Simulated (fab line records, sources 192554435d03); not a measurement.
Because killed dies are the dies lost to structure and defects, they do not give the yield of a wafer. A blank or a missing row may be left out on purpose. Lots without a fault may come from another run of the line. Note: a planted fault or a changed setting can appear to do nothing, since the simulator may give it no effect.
Split-lot study + flow n5_finfet + route with 1938 steps; 7 lots, 21 wafers read

ON THE SPLIT
At N5_BEOL_M11_PECVD_70 (deposits SiO2 from TEOS/O2, target thk 20 nm, time 22.7 s), the setting temp_c was moved away from the recipe's 400 C on 6 of the 21 wafers read, by -4.2% to +4.2%. All remaining wafers had this setting at the recipe value.

FROM THE SPLIT TO THE READING: what the file shows between them, 11 steps
- N5_BEOL_M11_COAT_59: time 60 s, resist thk 100 nm (also split here: spin_rpm)
- N5_BEOL_M11_COAT_60: time 60 s, resist thk 30 nm
- N5_BEOL_M11_COAT_05: resist thk 90 nm
- N5_BEOL_M11_DESCUM_16: chemistry O2, time 7.9 s
- N5_BEOL_M11_ETCH_61: etches SiARC in CF4, target depth 39 nm, time 65 s
- N5_BEOL_M11_ETCH_62: etches SOC in N2/H2, target depth 110 nm, overetch 22 nm, time 165 s
- N5_BEOL_M11_STRIP_68: strips in N2/H2
- N5_BEOL_M11_STRIP_67: strips in CF4
- N5_BEOL_M11_HM_OPEN_17: chemistry Cl2/BCl3, target TiN, target depth 20 nm, overetch 6 nm
- N5_BEOL_M11_STRIP_19: strips in O2
- N5_BEOL_M11_STRIP_77: strips in N2/H2, time 10 s

THE READING
SiO2_of_BEOL_M11_PECVD_70.thk_nm (the simulator's own value, which no gauge read), in nm, at N5_BEOL_M11_HM_STRIP_39 (strips TiN in peroxide tin strip, target depth 25 nm, time 158 s). There is no usual value for it anywhere in the file. Here, 15 wafers ran the recipe; their average is 20.0 nm with a standard deviation of 0.26 nm.

| wafer  | tool, chamber at the split | temp_c as run, C | against the recipe | SiO2_of_BEOL_M11_PECVD_70.thk_nm, nm | against lot-mates on the recipe |
|--------|----------------------------|------------------|--------------------|--------------------------------------|---------------------------------|
| L077.3 | pecvd-02, 0                | 400              | recipe             | 19.6                                 | -                               |
| L077.5 | pecvd-02, 1,0              | 411.4            | +2.8%              | 18.6                                 | -1.0                            |
| L077.6 | pecvd-02, 1,0              | 411.4            | +2.8%              | 18.6                                 | -1.0                            |
| L078.1 | pecvd-02, 0,1              | 400              | recipe             | 20                                   | -                               |
| L078.2 | pecvd-02, 0,1              | 400              | recipe             | 19.8                                 | -                               |
| L078.4 | pecvd-02, 0                | 400              | recipe             | 20.2                                 | -                               |
| L079.1 | pecvd-04, 1                | 392.1            | -2.0%              | 20.6                                 | +0.7                            |
| L079.2 | pecvd-04, 0                | 400              | recipe             | 20                                   | -                               |
| L079.6 | pecvd-04, 2                | 400              | recipe             | 19.8                                 | -                               |
| L082.4 | pecvd-01, 2                | 400              | recipe             | 19.8                                 | -                               |
| L082.5 | pecvd-01, 1                | 400              | recipe             | 20.2                                 | -                               |
| L082.6 | pecvd-01, 0                | 416.9            | +4.2%              | 18.2                                 | -1.8                            |
| L085.2 | pecvd-02, 0                | 400              | recipe             | 19.6                                 | -                               |
| L085.3 | pecvd-02, 1                | 400              | recipe             | 19.6                                 | -                               |
| L085.6 | pecvd-02, 1                | 400              | recipe             | 20.2                                 | -                               |
| L088.3 | pecvd-01, 0                | 383.3            | -4.2%              | 22                                   | +1.8                            |
| L088.4 | pecvd-01, 1,2              | 400              | recipe             | 20.2                                 | -                               |
| L088.5 | pecvd-01, 1,2              | 400              | recipe             | 20.2                                 | -                               |
| L090.4 | pecvd-02, 1                | 400              | recipe             | 20.2                                 | -                               |
| L090.5 | pecvd-02, 0                | 414.2            | +3.5%              | 18.6                                 | -1.7                            |
| L090.6 | pecvd-02, 2                | 400              | recipe             | 20.4                                 | -                               |
Rows listing several chambers each stand for several wafers; the file does not say which wafer went through which chamber.

THE FIT
A straight line over all 21 wafers: SiO2_of_BEOL_M11_PECVD_70.thk_nm changes by -0.44 nm for each +1% of temp_c; r = -0.96; the points scatter about the line by 0.25 nm.
The same after taking each lot's own level away (the mean of its wafers on the recipe; 21 wafers): -0.415 nm for each +1%; r = -0.98; scatter 0.17 nm.
That fit puts the effect of the largest move of temp_c on the reading at 1.8 nm.
Across the lots, their own levels run from 19.60 to 20.30 nm, a range of 2.7 times the standard deviation given above.
Hence the lot-to-lot level has little effect on the slope; both slopes agree.
Check: -1.73 nm against its lot-mates is what the line predicts for one of the wafers moved furthest among these (+4.2%) when that wafer is left out of the fit. It came out at -1.8 nm against them.

OTHER SPLITS ON THESE WAFERS
Before the reading, these wafers also passed through other splits. Each is held against what the fit with the lots' levels taken away leaves over:
| other split on the same wafers     | wafers away from the commonest value | r with SiO2_of_BEOL_M11_PECVD_70.thk_nm (lot level and that fit taken away) |
|------------------------------------|--------------------------------------|-----------------------------------------------------------------------------|
| N5_BEOL_M9_EXPOSE_08 dose_mj       | 6                                    | -0.09                                                                       |
| N5_BEOL_M9_ETCH_66 bias_w          | 5                                    | +0.08                                                                       |
| N5_BEOL_M9_TRENCH_ETCH_37 source_w | 5                                    | -0.01                                                                       |
| N5_BEOL_M10_ETCH_41 source_w       | 6                                    | +0.08                                                                       |
| N5_BEOL_M11_COAT_59 spin_rpm       | 7                                    | +0.21                                                                       |

THE WHOLE CHAIN: every reading that the file lists as answering this split, in the file's order
| step                    | what it does                                                     | reading                                                                           | change (the file's fit)               | r (the file's) |
|-------------------------|------------------------------------------------------------------|-----------------------------------------------------------------------------------|---------------------------------------|----------------|
| N5_BEOL_M11_PECVD_70    | deposits SiO2 from TEOS/O2, target thk 20 nm, time 22.7 s        | SiO2_of_BEOL_M11_PECVD_70.thk_nm (the simulator's own value, which no gauge read) | -0.436 nm for each +1% of the setting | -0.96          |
| N5_BEOL_M11_HM_STRIP_39 | strips TiN in peroxide tin strip, target depth 25 nm, time 158 s | SiO2_of_BEOL_M11_PECVD_70.thk_nm (the simulator's own value, which no gauge read) | -0.424 nm for each +1% of the setting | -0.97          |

THE FILE'S OWN FIT
SiO2_of_BEOL_M11_PECVD_70.thk_nm changes by -0.424 nm for each +1% of temp_c, r = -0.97.
